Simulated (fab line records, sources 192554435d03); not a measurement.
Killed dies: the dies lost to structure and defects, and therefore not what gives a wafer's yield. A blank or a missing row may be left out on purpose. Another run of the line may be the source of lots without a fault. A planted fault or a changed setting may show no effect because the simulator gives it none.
fab line records	flow n5_finfet
record: lots: 24	wafers: 72	last_day: 18
route steps=1938 shown BEOL_M14@1751 BEOL_M15@1793 MIM_TOP@1834
lots that met no fault: from a run of the same line without faults
start_h: the number of hours between the record's first day and the start of the first shown wafer of the lot	wait_h: how many hours have passed since the lot's step before this one	" identical to the entry in the row above	L1.1+2: a row that stands for several wafers	- no value, or no start was given	* or withheld: withheld	< > ~ a bound
route shown NAME@n: a module of which the file shows steps, and the number in the route of the first	usual: mean and standard deviation over wafers with no fault	same: alike in all rows	chamber/n: place in a boat	sites: per-site readings	_std_site: their standard deviation	_edge_site: the outer-site mean with the inner-site mean subtracted	radius_mm: how far each site lies from the wafer's centre	mask NAME#n: copy n	behind: tool/chamber where the wafer was last shaped	hold: reason for holding the lot/hours on hold/outcome of the hold	device: whichever transistor did not switch (one of n, p or np)	end of line: tests of these same wafers at the route's end	a step with no rows: only its recipe	killed: at the first sort, the dies lost to defects and structure; wafer yield is something else	map: per-die view of a wafer (x killed, . not killed, _ where there is no die)
set.NAME: the setting as run; set.NAME@STEP: as run at that earlier step	model.NAME: the simulator's own value behind a step, which no gauge read
the route's steps for a sample of lots (tables are steps, rows are wafers)
services: from which hour (start_h, from the record's first day; less than 0 if before it) a tool's chamber was out of use, for how many hours, and why
== steps ==
step: N5_BEOL_M14_ETCH_68
recipe: chemistry: N2/H2	target: SOC	mask_material: SiARC	source_w: 3000	bias_w: 350	temp_c: 40	time_s: 450	ion_energy_ev: 200	pressure_mtorr: 30	n2_flow_sccm: 200	h2_flow_sccm: 200
usual: drypump_motor_current_A: 5.6/0.44	oes_product_au: 0.82/0.074	rf_vpp_V: 523.7/2.5	showerhead_plenum_p_Torr: 2.53/0.093	throttle_valve_pct: 17.74/0.18
lot.wafer	tool	chamber	start_h	wait_h	drypump_motor_current_A	oes_product_au	rf_hours_counter_h	rf_vpp_V	showerhead_plenum_p_Torr	throttle_valve_pct
L074.1	rie_diel-06	3	251.13	0.1	5.7	0.96	3	525.6	2.60	17.73
L074.4	"	3	"	"	5.7	0.96	-	526.4	2.60	17.72
L074.5	"	2	"	"	5.8	0.69	-	522.7	2.51	18.00
L075.2	rie_diel-05	0	251.89	0.1	5.5	0.84	62	521.6	2.47	17.51
L075.4	"	1	"	"	6.1	0.87	43	525.3	2.58	17.48
L075.6	"	3	"	"	5.0	0.85	-	529.2	2.69	17.50
L077.1	rie_diel-06	2	268.24	0.1	5.8	0.69	241	524.0	2.51	18.00
L077.2	"	0	"	"	4.8	0.81	89	526.5	2.67	17.84
L077.5	"	2	"	"	5.8	0.69	-	523.2	2.51	17.99
L076.1	rie_diel-05	2	268.73	0.1	5.7	0.83	100	521.1	2.45	17.99
L076.2	"	1	"	"	6.1	0.86	50	524.7	2.57	17.48
L076.4	"	3	"	"	5.0	0.84	58	527.4	2.69	17.52
L078.2	rie_diel-06	1	269.92	0.1	6.3	0.82	76	528.2	2.69	17.92
L078.4	"	0	"	"	4.8	0.81	-	528.3	2.67	17.82
L078.6	"	1	"	"	6.3	0.83	-	527.5	2.69	17.94
L079.3	rie_diel-06	3	278.65	0.1	5.7	0.91	15	524.3	2.60	17.74
L079.4	"	1	"	"	6.2	0.82	78	526.5	2.69	17.92
L079.6	"	3	"	"	5.7	0.91	-	525.4	2.60	17.74
L080.3	rie_diel-01	3	283.10	0.1	5.4	0.77	139	520.4	2.44	17.57
L080.5	"	2	"	"	5.3	0.74	-	520.9	2.43	17.76
L080.6	"	3	"	"	5.3	0.77	-	522.1	2.44	17.56
L081.2	rie_diel-06	3	284.77	0.1	5.6	0.91	18	526.2	2.59	17.75
L081.3	"	2	"	"	5.8	0.68	245	523.1	2.50	18.01
L081.4	"	1	"	"	6.3	0.80	81	527.3	2.69	17.93
L083.1	rie_diel-01	2	288.63	0.1	5.3	0.74	159	521.4	2.43	17.76
L083.2	"	0	"	"	6.2	0.94	12	521.9	2.51	17.84
L083.3	"	1	"	"	5.7	1.00	1	523.0	2.49	17.51
L082.2	rie_diel-01	1	291.80	0.1	5.6	0.99	1	523.4	2.49	17.52
L082.4	"	2	"	"	5.3	0.75	160	520.3	2.43	17.76
L082.6	"	3	"	"	5.4	0.76	-	521.6	2.44	17.55
L084.2	rie_diel-01	1	306.59	0.1	5.6	0.97	6	522.2	2.49	17.52
L084.4	"	2	"	"	5.3	0.74	166	519.4	2.43	17.79
L084.5	"	0	"	"	6.2	0.93	-	520.1	2.50	17.85
L085.1	rie_diel-01	2	312.81	0.1	5.3	0.74	168	520.3	2.43	17.78
L085.3	"	1	"	"	5.6	0.96	8	521.9	2.49	17.52
L085.5	"	2	"	"	5.3	0.73	-	520.2	2.43	17.78
L086.2	rie_diel-01	2	314.89	0.1	5.3	0.73	170	521.5	2.43	17.79
L086.3	"	3	"	"	5.4	0.75	153	522.4	2.44	17.58
L086.6	"	2	"	"	5.3	0.73	-	520.1	2.43	17.79
L087.1	rie_diel-05	2	318.68	0.1	5.6	0.81	119	522.5	2.44	18.02
L087.3	"	0	"	"	5.5	0.80	88	521.5	2.46	17.57
L087.6	"	2	"	"	5.7	0.81	-	520.0	2.44	18.02
L089.1	rie_diel-05	1	331.00	0.1	6.1	0.83	72	524.4	2.56	17.54
L089.5	"	3	"	"	5.0	0.82	-	527.3	2.68	17.56
L089.6	"	2	"	"	5.7	0.81	-	522.1	2.44	18.01
L090.1	rie_diel-05	2	335.35	0.1	5.7	0.81	123	522.9	2.44	18.02
L090.3	"	3	"	"	5.0	0.81	82	526.3	2.68	17.56
L090.4	"	1	"	"	6.1	0.83	74	525.8	2.56	17.54
L088.1	rie_diel-06	3	340.46	0.1	5.7	0.86	42	524.6	2.58	17.78
L088.4	"	0	"	"	4.8	0.79	118	527.2	2.66	17.89
L088.6	"	3	"	"	5.7	0.86	-	524.5	2.58	17.79
L093.1	rie_diel-06	1	346.33	0.1	6.2	0.78	105	527.1	2.67	17.98
L093.3	"	3	"	"	5.7	0.85	45	525.6	2.58	17.78
L093.4	"	0	"	"	4.8	0.78	-	526.1	2.66	17.90
L091.2	rie_diel-06	3	356.09	0.1	5.7	0.86	49	524.8	2.58	17.81
L091.5	"	3	"	"	5.7	0.85	-	524.5	2.58	17.81
L091.6	"	2	"	"	5.8	0.94	-	522.9	2.50	17.63
L094.1	rie_diel-05	2	362.38	0.1	5.7	0.79	132	521.9	2.44	18.05
L094.5	"	1	"	"	6.1	0.81	-	524.5	2.56	17.56
L094.6	"	2	"	"	5.7	0.79	-	520.0	2.44	18.04
L092.1	rie_diel-05	2	363.05	0.1	5.6	0.80	133	522.1	2.44	18.03
L092.2	"	0	"	"	5.5	0.78	104	521.1	2.45	17.60
L092.4	"	1	"	"	6.1	0.80	84	523.4	2.56	17.55
L095.3	rie_diel-01	1	366.77	0.1	5.7	0.92	25	522.8	2.48	17.55
L095.4	"	3	"	"	5.4	0.74	167	520.4	2.43	17.60
L095.6	"	0	"	"	6.2	0.88	-	522.3	2.49	17.90
L096.1	rie_diel-01	0	380.44	0.1	6.2	0.88	45	522.8	2.49	17.89
L096.4	"	3	"	"	5.3	0.74	172	520.8	2.43	17.62
L096.5	"	1	"	"	5.7	0.90	-	522.6	2.48	17.55
L097.1	rie_diel-01	1	395.70	0.1	5.6	0.90	35	521.7	2.48	17.57
L097.3	"	3	"	"	5.4	0.74	177	520.2	2.43	17.62
L097.5	"	3	"	"	5.3	0.74	-	521.2	2.43	17.60
step: N5_BEOL_M14_SPUTTER_43
recipe: material: TaN	target_thk_a: 150	temp_c: 50	bias_v: 168.6	power_w: 15000	chamber_pressure_pa: 0.12	time_s: 24.19
usual: throttle_valve_pct: 29.9/0.79
lot.wafer	tool	chamber	start_h	wait_h	throttle_valve_pct
L074.1	pvd_sputter-01	-	252.58	0.0	30.2
L074.4	"	-	"	"	29.6
L074.5	"	-	"	"	30.0
L075.2	pvd_sputter-01	-	255.26	0.0	30.5
L075.4	"	-	"	"	29.8
L075.6	"	-	"	"	29.7
L077.1	pvd_sputter-02	-	271.57	0.0	31.1
L077.2	"	-	"	"	29.1
L077.5	"	-	"	"	31.3
L076.1	pvd_sputter-01	-	272.13	0.0	30.5
L076.2	"	-	"	"	30.9
L076.4	"	-	"	"	29.2
L078.2	pvd_sputter-03	-	273.21	0.0	28.9
L078.4	"	-	"	"	29.7
L078.6	"	-	"	"	29.4
L079.3	pvd_sputter-01	-	279.86	0.0	30.1
L079.4	"	-	"	"	29.6
L079.6	"	-	"	"	31.1
L080.3	pvd_sputter-02	-	285.05	0.0	30.1
L080.5	"	-	"	"	28.7
L080.6	"	-	"	"	31.0
L081.2	pvd_sputter-02	-	285.62	0.0	29.1
L081.3	"	-	"	"	31.3
L081.4	"	-	"	"	30.1
L083.1	pvd_sputter-03	-	290.33	0.0	29.1
L083.2	"	-	"	"	30.4
L083.3	"	-	"	"	29.5
L082.2	pvd_sputter-03	-	296.66	0.0	29.1
L082.4	"	-	"	"	29.6
L082.6	"	-	"	"	29.3
L084.2	pvd_sputter-01	-	309.00	0.0	30.2
L084.4	"	-	"	"	29.4
L084.5	"	-	"	"	30.4
L085.1	pvd_sputter-02	-	314.68	0.0	30.0
L085.3	"	-	"	"	29.0
L085.5	"	-	"	"	28.7
L086.2	pvd_sputter-03	-	318.54	0.0	29.5
L086.3	"	-	"	"	30.2
L086.6	"	-	"	"	29.1
L087.1	pvd_sputter-01	-	323.07	0.0	30.4
L087.3	"	-	"	"	29.5
L087.6	"	-	"	"	31.1
L089.1	pvd_sputter-02	-	332.64	0.0	29.0
L089.5	"	-	"	"	31.2
L089.6	"	-	"	"	28.5
L090.1	pvd_sputter-02	-	336.68	0.0	31.3
L090.3	"	-	"	"	30.1
L090.4	"	-	"	"	28.6
L088.1	pvd_sputter-02	-	341.40	0.0	30.1
L088.4	"	-	"	"	28.5
L088.6	"	-	"	"	30.2
L093.1	pvd_sputter-01	-	349.38	0.0	30.2
L093.3	"	-	"	"	31.0
L093.4	"	-	"	"	29.7
L091.2	pvd_sputter-03	-	358.93	0.0	30.4
L091.5	"	-	"	"	29.4
L091.6	"	-	"	"	29.1
L094.1	pvd_sputter-01	-	366.80	0.0	29.4
L094.5	"	-	"	"	30.4
L094.6	"	-	"	"	29.7
L092.1	pvd_sputter-03	-	366.85	0.0	29.3
L092.2	"	-	"	"	30.3
L092.4	"	-	"	"	29.4
L095.3	pvd_sputter-02	-	367.69	0.0	30.2
L095.4	"	-	"	"	31.2
L095.6	"	-	"	"	30.2
L096.1	pvd_sputter-02	-	382.01	0.0	31.1
L096.4	"	-	"	"	29.3
L096.5	"	-	"	"	29.9
L097.1	pvd_sputter-01	-	397.10	0.0	29.3
L097.3	"	-	"	"	29.5
L097.5	"	-	"	"	29.7
step: N5_BEOL_M15_CD_MEAS_17
recipe: target_cd_nm: 360	polarity: opening
usual: cd_nm: 361.3/1.4
lot.wafer	tool	chamber	start_h	wait_h	cd_nm
L074.1	cd_sem-01	-	255.13	0.0	360.0
L074.4	"	-	"	"	359.4
L074.5	"	-	"	"	362.2
L075.2	cd_sem-01	-	259.78	0.0	358.3
L075.4	"	-	"	"	359.5
L075.6	"	-	"	"	357.9
L077.1	cd_sem-02	-	274.08	0.0	360.7
L077.2	"	-	"	"	357.2
L077.5	"	-	"	"	362.4
L076.1	cd_sem-01	-	276.35	0.0	361.7
L076.2	"	-	"	"	358.7
L076.4	"	-	"	"	360.3
L078.2	cd_sem-02	-	277.86	0.0	360.9
L078.4	"	-	"	"	363.2
L078.6	"	-	"	"	361.4
L079.3	cd_sem-03	-	283.37	0.0	362.4
L079.4	"	-	"	"	360.6
L079.6	"	-	"	"	364.4
L080.3	cd_sem-01	-	287.50	0.0	359.8
L080.5	"	-	"	"	359.4
L080.6	"	-	"	"	360.0
L081.2	cd_sem-01	-	288.03	0.0	360.9
L081.3	"	-	"	"	361.3
L081.4	"	-	"	"	361.0
L083.1	cd_sem-01	-	292.88	0.0	363.8
L083.2	"	-	"	"	361.9
L083.3	"	-	"	"	363.1
L082.2	cd_sem-01	-	299.05	0.0	360.6
L082.4	"	-	"	"	361.5
L082.6	"	-	"	"	361.2
L084.2	cd_sem-03	-	311.39	0.0	363.8
L084.4	"	-	"	"	360.7
L084.5	"	-	"	"	363.4
L085.1	cd_sem-03	-	317.22	0.0	362.9
L085.3	"	-	"	"	361.1
L085.5	"	-	"	"	364.4
L086.2	cd_sem-01	-	321.33	0.0	361.2
L086.3	"	-	"	"	359.4
L086.6	"	-	"	"	362.0
L087.1	cd_sem-03	-	325.93	0.0	362.3
L087.3	"	-	"	"	359.8
L087.6	"	-	"	"	362.1
L089.1	cd_sem-02	-	336.05	0.0	360.4
L089.5	"	-	"	"	362.2
L089.6	"	-	"	"	360.3
L090.1	cd_sem-02	-	339.32	0.0	360.8
L090.3	"	-	"	"	362.3
L090.4	"	-	"	"	361.8
L088.1	cd_sem-01	-	343.91	0.0	360.0
L088.4	"	-	"	"	361.8
L088.6	"	-	"	"	360.2
L093.1	cd_sem-02	-	351.90	0.0	361.7
L093.3	"	-	"	"	361.7
L093.4	"	-	"	"	360.0
L091.2	cd_sem-01	-	361.32	0.0	363.4
L091.5	"	-	"	"	363.7
L091.6	"	-	"	"	361.9
L094.1	cd_sem-03	-	369.19	0.0	360.7
L094.5	"	-	"	"	362.2
L094.6	"	-	"	"	362.1
L092.1	cd_sem-02	-	369.46	0.0	360.8
L092.2	"	-	"	"	361.6
L092.4	"	-	"	"	360.6
L095.3	cd_sem-02	-	370.54	0.0	360.9
L095.4	"	-	"	"	360.2
L095.6	"	-	"	"	359.9
L096.1	cd_sem-03	-	384.82	0.0	360.3
L096.4	"	-	"	"	359.5
L096.5	"	-	"	"	360.2
L097.1	cd_sem-03	-	399.49	0.0	361.7
L097.3	"	-	"	"	361.7
L097.5	"	-	"	"	361.1
step: N5_BEOL_M15_DESCUM_33
recipe: chemistry: O2	time_s: 7.9	source_power_w: 50	bias_power_w: 20	pressure_mtorr: 20	rf_frequency_hz: 2.712e+07	temp_c: 40	o2_flow_sccm: 225
usual: drypump_motor_current_A: 5.8/0.39	oes_product_au: 0.80/0.093	rf_vpp_V: 242.5/1.4	showerhead_plenum_p_Torr: 2.05/0.069	throttle_valve_pct: 20.31/0.3
lot.wafer	tool	chamber	start_h	wait_h	drypump_motor_current_A	oes_product_au	rf_hours_counter_h	rf_vpp_V	showerhead_plenum_p_Torr	throttle_valve_pct
L074.1	rie_diel-04	2	256.34	0.2	5.7	0.92	16	242.6	2.04	20.25
L074.4	"	1	"	"	6.1	0.73	181	244.4	2.17	20.33
L074.5	"	1	"	"	6.1	0.73	-	244.3	2.17	20.33
L075.2	rie_diel-03	1	261.10	0.4	4.7	0.92	20	244.8	2.13	20.14
L075.4	"	3	"	"	6.2	0.77	129	240.8	2.01	20.49
L075.6	"	1	"	"	4.7	0.93	-	244.1	2.13	20.12
L077.1	rie_diel-04	0	276.95	1.7	5.6	0.68	234	243.8	2.06	20.79
L077.2	"	2	"	"	5.7	0.90	23	241.4	2.04	20.24
L077.5	"	1	"	"	6.1	0.73	-	245.2	2.17	20.34
L076.1	rie_diel-04	2	278.93	1.3	5.7	0.90	25	242.9	2.04	20.25
L076.2	"	0	"	"	5.6	0.67	235	242.8	2.06	20.78
L076.4	"	1	"	"	6.1	0.73	191	245.0	2.17	20.34
L078.2	rie_diel-04	0	279.53	0.6	5.6	0.67	236	241.6	2.06	20.78
L078.4	"	2	"	"	5.7	0.91	25	243.4	2.04	20.26
L078.6	"	3	"	"	5.8	0.71	-	241.3	2.06	20.68
L079.3	rie_diel-02	2	286.04	1.5	5.2	0.89	28	243.3	2.06	20.01
L079.4	"	3	"	"	6.2	0.90	24	244.3	2.13	19.86
L079.6	"	2	"	"	5.1	0.90	-	242.6	2.06	20.01
L080.3	rie_diel-02	1	288.49	0.0	5.7	0.74	166	240.6	1.92	19.97
L080.5	"	1	"	"	5.7	0.74	-	241.6	1.92	19.97
L080.6	"	2	"	"	5.1	0.89	-	241.7	2.06	20.01
L081.2	rie_diel-02	0	288.99	0.0	5.6	0.73	175	243.1	2.08	20.67
L081.3	"	3	"	"	6.3	0.90	26	245.3	2.13	19.85
L081.4	"	2	"	"	5.2	0.90	30	241.6	2.06	20.00
L083.1	rie_diel-02	0	293.84	0.0	5.7	0.71	176	243.9	2.08	20.66
L083.2	"	3	"	"	6.2	0.88	27	243.4	2.12	19.84
L083.3	"	2	"	"	5.1	0.89	32	242.4	2.06	20.00
L082.2	rie_diel-03	1	300.35	0.2	4.7	0.91	35	243.1	2.13	20.14
L082.4	"	0	"	"	6.1	0.73	215	240.9	1.99	20.65
L082.6	"	3	"	"	6.2	0.76	-	243.0	2.01	20.50
L084.2	rie_diel-02	1	312.45	0.0	5.7	0.74	173	240.8	1.91	20.00
L084.4	"	3	"	"	6.3	0.89	33	244.0	2.12	19.85
L084.5	"	0	"	"	5.7	0.72	-	242.4	2.08	20.69
L085.1	rie_diel-02	1	318.59	0.2	5.7	0.74	175	239.6	1.91	19.98
L085.3	"	2	"	"	5.2	0.88	40	242.6	2.05	20.02
L085.5	"	1	"	"	5.7	0.74	-	241.6	1.91	19.98
L086.2	rie_diel-02	1	322.55	0.0	5.7	0.73	176	241.1	1.91	20.00
L086.3	"	2	"	"	5.2	0.87	41	242.7	2.05	20.02
L086.6	"	0	"	"	5.7	0.71	-	242.4	2.08	20.68
L087.1	rie_diel-02	1	327.02	0.0	5.7	0.72	178	240.3	1.91	19.99
L087.3	"	0	"	"	5.7	0.71	187	243.1	2.08	20.67
L087.6	"	3	"	"	6.3	0.88	-	243.9	2.12	19.87
L089.1	rie_diel-02	0	337.14	0.0	5.7	0.71	190	243.9	2.08	20.68
L089.5	"	2	"	"	5.1	0.87	-	242.8	2.05	20.04
L089.6	"	1	"	"	5.7	0.72	-	239.5	1.91	19.99
L090.1	rie_diel-03	3	340.44	0.2	6.2	0.75	154	240.8	2.01	20.51
L090.3	"	0	"	"	6.1	0.71	228	240.7	1.99	20.67
L090.4	"	2	"	"	6.2	0.70	217	239.6	1.98	20.42
L088.1	rie_diel-04	0	345.53	0.3	5.6	0.96	3	242.2	2.05	20.44
L088.4	"	2	"	"	5.7	0.86	49	242.6	2.03	20.29
L088.6	"	2	"	"	5.7	0.86	-	242.7	2.03	20.29
L093.1	rie_diel-02	1	352.86	0.0	5.7	0.72	185	241.7	1.91	20.01
L093.3	"	2	"	"	5.1	0.86	50	240.8	2.05	20.04
L093.4	"	3	"	"	6.3	0.86	47	242.8	2.12	19.87
L091.2	rie_diel-04	0	362.68	0.0	5.6	0.96	8	242.7	2.05	20.45
L091.5	"	0	"	"	5.6	0.95	-	241.4	2.05	20.43
L091.6	"	1	"	"	6.1	0.70	-	243.8	2.16	20.38
L094.1	rie_diel-03	0	370.43	0.3	6.1	0.72	237	241.1	1.98	20.70
L094.5	"	3	"	"	6.2	0.75	-	241.2	2.00	20.51
L094.6	"	0	"	"	6.1	0.72	-	240.4	1.98	20.69
L092.1	rie_diel-02	0	370.75	0.2	5.7	0.70	202	243.9	2.07	20.72
L092.2	"	3	"	"	6.3	0.85	53	242.5	2.12	19.92
L092.4	"	1	"	"	5.7	0.72	-	240.0	1.91	20.02
L095.3	rie_diel-04	3	371.54	0.0	5.8	0.96	17	242.7	2.05	20.30
L095.4	"	0	"	"	5.6	0.94	11	242.6	2.05	20.45
L095.6	"	3	"	"	5.8	0.95	-	242.5	2.05	20.29
L096.1	rie_diel-04	2	385.79	0.0	5.7	0.84	63	241.2	2.03	20.32
L096.4	"	0	"	"	5.6	0.94	15	243.7	2.05	20.44
L096.5	"	0	"	"	5.6	0.93	-	244.0	2.05	20.44
L097.1	rie_diel-03	3	402.15	1.5	6.2	0.74	173	241.7	2.00	20.53
L097.3	"	0	"	"	6.1	0.71	245	242.9	1.98	20.68
L097.5	"	3	"	"	6.2	0.75	-	241.0	2.00	20.56
step: N5_BEOL_M15_SPUTTER_43
recipe: material: TaN	target_thk_a: 150	temp_c: 50	bias_v: 168.6	power_w: 15000	chamber_pressure_pa: 0.12	time_s: 24.19
usual: throttle_valve_pct: 29.8/0.84
lot.wafer	tool	chamber	start_h	wait_h	throttle_valve_pct
L074.1	pvd_sputter-02	-	258.72	0.0	30.0
L074.4	"	-	"	"	31.5
L074.5	"	-	"	"	31.2
L075.2	pvd_sputter-02	-	262.32	0.0	29.9
L075.4	"	-	"	"	31.3
L075.6	"	-	"	"	30.2
L077.1	pvd_sputter-01	-	279.44	0.0	29.9
L077.2	"	-	"	"	29.7
L077.5	"	-	"	"	29.9
L076.1	pvd_sputter-03	-	280.08	0.0	29.1
L076.2	"	-	"	"	29.5
L076.4	"	-	"	"	30.4
L078.2	pvd_sputter-03	-	280.51	0.0	29.4
L078.4	"	-	"	"	29.3
L078.6	"	-	"	"	29.0
L079.3	pvd_sputter-03	-	289.97	0.0	29.6
L079.4	"	-	"	"	29.6
L079.6	"	-	"	"	29.3
L080.3	pvd_sputter-02	-	290.00	0.0	30.0
L080.5	"	-	"	"	29.3
L080.6	"	-	"	"	28.8
L081.2	pvd_sputter-02	-	290.48	0.0	29.2
L081.3	"	-	"	"	30.0
L081.4	"	-	"	"	31.2
L083.1	pvd_sputter-03	-	295.32	0.0	29.5
L083.2	"	-	"	"	29.2
L083.3	"	-	"	"	29.7
L082.2	pvd_sputter-02	-	302.92	0.0	29.3
L082.4	"	-	"	"	28.6
L082.6	"	-	"	"	29.3
L084.2	pvd_sputter-01	-	314.65	0.0	30.4
L084.4	"	-	"	"	29.9
L084.5	"	-	"	"	30.5
L085.1	pvd_sputter-01	-	322.75	0.0	30.3
L085.3	"	-	"	"	30.7
L085.5	"	-	"	"	30.1
L086.2	pvd_sputter-02	-	324.25	0.0	29.0
L086.3	"	-	"	"	31.3
L086.6	"	-	"	"	29.2
L087.1	pvd_sputter-02	-	335.10	0.0	31.5
L087.3	"	-	"	"	29.1
L087.6	"	-	"	"	28.7
L089.1	pvd_sputter-01	-	338.51	0.0	31.0
L089.5	"	-	"	"	29.5
L089.6	"	-	"	"	30.8
L090.1	pvd_sputter-02	-	343.94	0.0	28.7
L090.3	"	-	"	"	30.1
L090.4	"	-	"	"	29.4
L088.1	pvd_sputter-01	-	346.34	0.0	30.3
L088.4	"	-	"	"	29.5
L088.6	"	-	"	"	30.9
L093.1	pvd_sputter-03	-	355.45	0.0	29.5
L093.3	"	-	"	"	30.4
L093.4	"	-	"	"	29.2
L091.2	pvd_sputter-01	-	365.86	0.0	29.5
L091.5	"	-	"	"	30.1
L091.6	"	-	"	"	29.8
L094.1	pvd_sputter-03	-	371.95	0.0	28.9
L094.5	"	-	"	"	30.6
L094.6	"	-	"	"	28.7
L092.1	pvd_sputter-03	-	372.47	0.0	29.0
L092.2	"	-	"	"	29.7
L092.4	"	-	"	"	30.4
L095.3	pvd_sputter-02	-	372.53	0.0	31.3
L095.4	"	-	"	"	29.1
L095.6	"	-	"	"	28.8
L096.1	pvd_sputter-02	-	388.02	0.0	29.3
L096.4	"	-	"	"	31.1
L096.5	"	-	"	"	31.3
L097.1	pvd_sputter-02	-	403.82	0.0	30.3
L097.3	"	-	"	"	31.6
L097.5	"	-	"	"	29.4
step: N5_MIM_TOP_ALD_00
recipe: material: Al2O3	target_thk_a: *	temp_c: withheld	ald_precursor_family: TMA	ald_co_reactant: O3	pulse_time_s: withheld	purge_time_s: 3	co_reactant_purge_time_s: withheld	co_reactant_pulse_time_s: 3	ald_cycles: withheld
usual: precursor_pulse_height_rel: 1.003/0.019
lot.wafer	tool	chamber	start_h	wait_h	precursor_pulse_height_rel
L074.1	ald_hk-01	0	263.02	0.1	1.001
L074.4	"	2	"	"	1.021
L074.5	"	3	"	"	0.947
L075.2	ald_hk-02	1	268.56	0.1	1.005
L075.4	"	2	"	"	0.994
L075.6	"	2	"	"	0.999
L077.1	ald_hk-01	0	282.29	0.1	0.980
L077.2	"	3	"	"	0.999
L077.5	"	3	"	"	0.994
L076.1	ald_hk-02	0	283.28	0.1	0.989
L076.2	"	2	"	"	1.020
L076.4	"	3	"	"	1.004
L078.2	ald_hk-01	1	284.73	0.1	0.991
L078.4	"	2	"	"	1.021
L078.6	"	1	"	"	0.998
L079.3	ald_hk-01	2	293.04	0.1	1.015
L079.4	"	0	"	"	1.019
L079.6	"	0	"	"	0.984
L080.3	ald_hk-03	2	293.16	0.1	1.035
L080.5	"	3	"	"	1.011
L080.6	"	2	"	"	0.993
L081.2	ald_hk-02	0	294.51	0.1	1.020
L081.3	"	2	"	"	1.029
L081.4	"	1	"	"	0.978
L083.1	ald_hk-01	1	299.33	0.1	1.019
L083.2	"	2	"	"	1.025
L083.3	"	3	"	"	0.961
L082.2	ald_hk-02	2	306.36	0.1	0.986
L082.4	"	1	"	"	0.990
L082.6	"	2	"	"	1.033
L084.2	ald_hk-01	1	318.08	0.1	0.998
L084.4	"	0	"	"	1.012
L084.5	"	0	"	"	1.017
L085.1	ald_hk-01	0	326.99	0.1	0.996
L085.3	"	2	"	"	1.007
L085.5	"	1	"	"	0.983
L086.2	ald_hk-01	3	330.57	0.1	1.029
L086.3	"	2	"	"	0.975
L086.6	"	3	"	"	0.990
L087.1	ald_hk-02	2	338.06	0.1	1.031
L087.3	"	3	"	"	1.002
L087.6	"	2	"	"	1.031
L089.1	ald_hk-02	2	341.34	0.1	1.017
L089.5	"	2	"	"	1.010
L089.6	"	3	"	"	1.018
L090.1	ald_hk-02	1	348.61	0.1	0.983
L090.3	"	0	"	"	0.997
L090.4	"	3	"	"	0.996
L088.1	ald_hk-03	1	349.83	0.1	1.044
L088.4	"	3	"	"	0.980
L088.6	"	0	"	"	1.017
L093.1	ald_hk-03	0	358.79	0.1	1.019
L093.3	"	1	"	"	1.005
L093.4	"	3	"	"	1.011
L091.2	ald_hk-01	1	370.69	0.1	0.984
L091.5	"	1	"	"	1.004
L091.6	"	0	"	"	1.001
L094.1	ald_hk-02	3	375.31	0.1	1.028
L094.5	"	3	"	"	1.008
L094.6	"	2	"	"	1.018
L092.1	ald_hk-03	1	375.51	0.1	0.967
L092.2	"	2	"	"	1.026
L092.4	"	3	"	"	0.989
L095.3	ald_hk-01	2	376.25	0.1	1.028
L095.4	"	1	"	"	1.008
L095.6	"	1	"	"	1.021
L096.1	ald_hk-03	3	392.10	0.1	1.007
L096.4	"	2	"	"	0.998
L096.5	"	1	"	"	1.016
L097.1	ald_hk-03	3	408.31	0.1	0.981
L097.3	"	0	"	"	0.987
L097.5	"	2	"	"	1.026
== services ==
tool	chamber	start_h	hours	kind
rie_diel-01	0	246.77	-	clean
rie_diel-01	0	246.77	-	consumable_replace:focus_ring
rie_diel-01	0	246.77	17.1	scheduled_down
rie_diel-01	0	246.77	17.1	vent_cycle
rie_diel-06	0	248.46	12.2	repair
rie_diel-04	2	250.08	2.5	repair
rie_diel-06	2	253.30	11.7	repair
rie_diel-04	3	257.50	8.1	repair
rie_diel-01	1	263.83	-	clean
rie_diel-01	1	263.83	-	consumable_replace:focus_ring
rie_diel-01	1	263.83	23.1	scheduled_down
rie_diel-02	-	270.26	14.6	pm
pvd_sputter-03	-	285.89	3.8	repair
rie_diel-02	-	289.47	0.3	repair
rie_diel-06	0	323.11	6.4	repair
rie_diel-05	-	328.94	1.0	repair
rie_diel-06	1	331.98	7.0	repair
rie_diel-01	3	338.74	10.4	repair
rie_diel-06	2	343.55	9.0	repair
rie_diel-01	1	346.23	5.1	repair
pvd_sputter-02	-	351.75	1.1	repair
ald_hk-01	-	376.69	6.0	pm
pvd_sputter-03	-	395.24	3.6	repair
rie_diel-04	0	406.07	3.1	repair
== key ==
fault none
